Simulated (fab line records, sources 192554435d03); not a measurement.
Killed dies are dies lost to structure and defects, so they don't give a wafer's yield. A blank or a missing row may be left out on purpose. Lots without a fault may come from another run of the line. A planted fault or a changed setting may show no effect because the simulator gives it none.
Split-lot experiment | flow n5_finfet | 7 lots, 21 wafers read, on a route of 1938 steps

THE SPLIT
At N5_SD_EPI_N_EPI_21 (deposits Si:P, time 690 s), the setting temp_c was moved away from the recipe's 680 C on 4 of the 21 wafers read, by +0.5% to +0.7%. The other wafers ran this setting at the recipe's value.

The reading is taken at the split's own step.

THE READING
Si-P_of_SD_EPI_N_EPI_21.thk_nm (the simulator's own value, which no gauge read), in nm, at N5_SD_EPI_N_EPI_21 (deposits Si:P, time 690 s). The file gives no usual value for it. The 17 wafers here that ran the recipe average 59.0 nm, standard deviation 0.67 nm.

wafer  | tool, chamber at the split | temp_c as run, C | against the recipe | Si-P_of_SD_EPI_N_EPI_21.thk_nm, nm | against lot-mates on the recipe
L075.1 | epi_rpcvd-01, 0            | 680              | recipe             | 59                                 | -
L075.4 | epi_rpcvd-01, 0            | 684.8            | +0.7%              | 64.2                               | +5.6
L075.5 | epi_rpcvd-01, 0            | 680              | recipe             | 58.2                               | -
L077.2 | epi_rpcvd-01, 0            | 680              | recipe             | 58.2                               | -
L077.3 | epi_rpcvd-01, 0            | 680              | recipe             | 58                                 | -
L077.5 | epi_rpcvd-01, 0            | 680              | recipe             | 58.4                               | -
L078.2 | epi_rpcvd-02, 0            | 680              | recipe             | 59.4                               | -
L078.4 | epi_rpcvd-02, 0            | 680              | recipe             | 60.2                               | -
L078.5 | epi_rpcvd-02, 0            | 680              | recipe             | 59.8                               | -
L083.2 | epi_rpcvd-03, 0            | 680              | recipe             | 60                                 | -
L083.4 | epi_rpcvd-03, 0            | 680              | recipe             | 59                                 | -
L083.6 | epi_rpcvd-03, 0            | 680              | recipe             | 59.6                               | -
L088.1 | epi_rpcvd-03, 0            | 680              | recipe             | 59.4                               | -
L088.4 | epi_rpcvd-03, 0            | 680              | recipe             | 58.8                               | -
L088.5 | epi_rpcvd-03, 0            | 680              | recipe             | 58.2                               | -
L090.3 | epi_rpcvd-03, 0            | 680              | recipe             | 58.6                               | -
L090.5 | epi_rpcvd-03, 0            | 680              | recipe             | 58.4                               | -
L090.6 | epi_rpcvd-03, 0            | 683.4            | +0.5%              | 62                                 | +3.5
L092.1 | epi_rpcvd-02, 0            | 684.2            | +0.6%              | 64.4                               | +5.4
L092.2 | epi_rpcvd-02, 0            | 684.2            | +0.6%              | 63                                 | +4.0
L092.5 | epi_rpcvd-02, 0            | 680              | recipe             | 59                                 | -

THE FIT
A straight line over all 21 wafers: Si-P_of_SD_EPI_N_EPI_21.thk_nm changes by +7.35 nm for each +1% of temp_c; r = +0.94; the points scatter about the line by 0.69 nm.
The same after taking each lot's own level away (the mean of its wafers on the recipe; 21 wafers): +7.62 nm for each +1%; r = +0.98; scatter 0.4 nm.
On that fit, the largest move of temp_c shifts the reading by 5.4 nm.
The lots' own levels span 58.20 to 59.80 nm, that is 2.4 times the standard deviation above.
So the lot-to-lot level changes the slope little: the two slopes agree.
Check: with one of the wafers moved furthest among these (+0.7%) left out of the fit, the line predicts +5.27 nm for it against its lot-mates. It came out at +5.6 nm against them.

OTHER SPLITS ON THESE WAFERS
These wafers also went through other splits before the reading. Each is held against what the fit with the lots' levels taken away leaves over:
other split on the same wafers     | wafers away from the commonest value | r with Si-P_of_SD_EPI_N_EPI_21.thk_nm (lot level and that fit taken away)
N5_ZERO_LAYER_EXPOSE_08 dose_mj    | 7                                    | +0.18
N5_ZERO_LAYER_PEB_09 peb_time_s    | as run: not given for these wafers   | -
N5_FIN_SAQP_ALD_61 temp_c          | 7                                    | +0.18
N5_FIN_SAQP_HM_DEP_03 time_s       | 5                                    | +0.00
N5_FIN_SAQP_ETCH_65 time_s         | 6                                    | -0.09
N5_FIN_SAQP_COAT_68 spin_rpm       | 5                                    | -0.05
N5_SD_EPI_N_ETCH_45 target_depth_a | 4                                    | +0.48

THE FILE'S OWN FIT
Si-P_of_SD_EPI_N_EPI_21.thk_nm changes by +7.62 nm for each +1% of temp_c, r = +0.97.
